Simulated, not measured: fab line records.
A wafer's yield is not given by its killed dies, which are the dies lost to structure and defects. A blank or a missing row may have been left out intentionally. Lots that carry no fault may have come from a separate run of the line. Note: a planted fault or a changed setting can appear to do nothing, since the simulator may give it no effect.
Struck lot and sound lot, side by side    flow nandHarc    15 out of 1302 route steps
Sound: these wafers, L853.1, L853.2, L853.4. Wafers L860.4, L860.5, L860.6 were the ones struck. The cause is named last.
For every step that has rows: the tool of each side, followed by ch and its chambers, followed by its first start. Under that, the readings that differ: sound wafers    struck wafers    difference of the means    sigmas: that difference in standard deviations of wafers without a fault.
alike: a reading whose means differ by less than 2 such deviations, as well as words and numbers matching on both sides. not compared: withheld readings; readings where some wafer has no value; bounds like >300 that might hide an equal value; numbers whose values overlap and for which the record gives no deviation.
The two part at a step that has a row with sigmas, a row that says differs or no value, or rows on one side only. Numbers that have no deviation but don't overlap get no sigmas and don't part them. A reading that every wafer of one side lacks parts them only if that side has two wafers or more.

first, 1 step without rows for these wafers: NHARC_A_ONON_D1_DEP_12 (target thk 1000 nm).
NHARC_A_ONON_D1_THK_MEAS_14: measures by ellipsometry.
  sound on filmMetro-01, day 10 16:49; struck on filmMetro-02, day 14 02:56
reading     sound        struck          difference  sigmas
thkNm (nm)  993 993 993  1013 1012 1013  +20         +2
then, 2 steps without rows for these wafers: NHARC_A_ONON_D1_ANNEAL_15 (time 3600 s); NHARC_A_ONON_D1_DEP_16 (target thk 1000 nm).
NHARC_A_ONON_D1_THK_MEAS_18: measures by ellipsometry.
  sound on filmMetro-01, day 11 00:50; struck on filmMetro-01, day 14 11:34
  alike: thkNm
next comes 1 step that has no rows for these wafers: NHARC_A_ONON_D1_DEP_19 (target thickness 1000 nm).
NHARC_A_ONON_D1_THK_MEAS_21: measures by ellipsometry.
  sound on filmMetro-01, day 11 01:24; struck on filmMetro-01, day 14 12:07
  alike: thkNm
next comes 1 step that has no rows for these wafers: NHARC_A_ONON_D1_DEP_22 (target thickness 1000 nm).
NHARC_A_ONON_D1_THK_MEAS_24: measures by ellipsometry.
  sound on filmMetro-02, day 11 02:00; struck on filmMetro-02, day 14 12:41
reading     sound           struck       difference  sigmas
thkNm (nm)  1017 1016 1017  993 994 995  -23         -2
next comes 1 step that has no rows for these wafers: NHARC_A_ONON_D1_DEP_25 (target thickness 1000 nm).
NHARC_A_ONON_D1_THK_MEAS_27: measures by ellipsometry.
  sound on filmMetro-01, day 11 02:34; struck on filmMetro-02, day 14 13:16
  alike: thkNm
NHARC_A_ONON_D1_DEP_28: target thk 1000 nm.
  sound on pecvdOnon-02 ch 0, day 11 02:37; struck on pecvdOnon-02 ch 0, day 14 13:30
NHARC_A_ONON_D1_THK_MEAS_30: measures by ellipsometry.
  sound on filmMetro-02, day 11 03:08; struck on filmMetro-01, day 14 13:50
reading     sound        struck       difference  sigmas
thkNm (nm)  995 997 997  320 321 320  -676        -69
NHARC_A_ONON_D1_DEP_33: deposits SiO2, target thk 200 nm.
  sound on pecvd-01 ch 0,2, day 11 03:11; struck on pecvd-01 ch 0,1,2, day 14 14:02
  alike: heaterPowerW, throttleValvePct
-- jump in the record: it breaks off in module A_ONON_D1 and resumes in module END (first step shown: number 1302 of the route), and 16 days separate the struck wafers' starts before and after --
NHARC_END_SORT_01:
  sound on prober-02 ch 0, day 27 09:11; struck on prober-01 ch 0, day 30 09:30
reading            sound     struck       difference  sigmas
killedAtArray      55 57 40  676 675 677  +625        +35
killedAtPeriphery  6 9 11    1 2 0        -8          -2
killedDies         61 67 51  677 677 677  +617        +36
  alike: killedAtOther, killedOpen, killedShort

WHERE THEY PART
Earliest at NHARC_A_ONON_D1_THK_MEAS_14; latest, in this record, at NHARC_END_SORT_01.

WHY: the cause the simulator had injected
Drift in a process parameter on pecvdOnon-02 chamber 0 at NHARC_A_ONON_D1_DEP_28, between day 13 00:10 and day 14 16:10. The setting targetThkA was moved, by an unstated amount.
